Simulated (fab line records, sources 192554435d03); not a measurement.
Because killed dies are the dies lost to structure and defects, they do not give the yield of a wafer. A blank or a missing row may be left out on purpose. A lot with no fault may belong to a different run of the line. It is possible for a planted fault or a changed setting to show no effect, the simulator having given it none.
Matching of chambers	flow n5-finfet	3 sister chambers for N5_BEOL_M5_PECVD_70 on pecvd-03
The step deposits SiO2 from TEOS/O2, target thk 16 nm, time 18 s. 6 wafers are shown with their chamber, then 7 later ones without.

## EACH WAFER AND ITS CHAMBER
wafer	chamber	throttle-valve-pct (%)	showerhead-plenum-p-Torr (Torr)
L836.4	0	21.4	8.87
L836.5	2	21.2	8.82
L841.5	0	21.2	8.87
L841.6	1	22.0	8.86
L846.2	2	21.3	8.84
L846.3	1	22.0	8.84

## WAFERS WITHOUT THEIR CHAMBER
wafer	throttle-valve-pct (%)	showerhead-plenum-p-Torr (Torr)
L846.6	21.7	8.85
L851.2	22.0	8.84
L851.4	21.5	8.83
L851.5	21.2	8.87
L852.1	22.0	8.84
L852.3	21.2	8.86
L852.6	21.5	8.83

## CHAMBER TAKEN BY EACH
wafer	from the rows above	in truth
L846.6	can't be placed: 1 or 0 or 2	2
L851.2	1	1
L851.4	can't be placed: 2 or 0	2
L851.5	0	0
L852.1	1	1
L852.3	can't be placed: 0 or 2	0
L852.6	can't be placed: 2 or 0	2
Correct placement for 3 of the 7. Can't be placed from these rows: 4 (the true chamber is among the candidates in 4). Placed wrongly: 0.
How it was worked out, from the rows above alone: a wafer's distance from a chamber is the root of the sum, over the readings, of the square of ((its reading less the chamber's mean) divided by the reading's scatter). If the next closest chamber is less than 2 further off than the closest, the wafer can't be placed; otherwise it belongs to the closest. A chamber's mean is the mean of its shown wafers. The scatter: take each reading less its chamber's mean, square it, sum over the shown wafers, divide by the number of wafers less the number of chambers, and take the root.
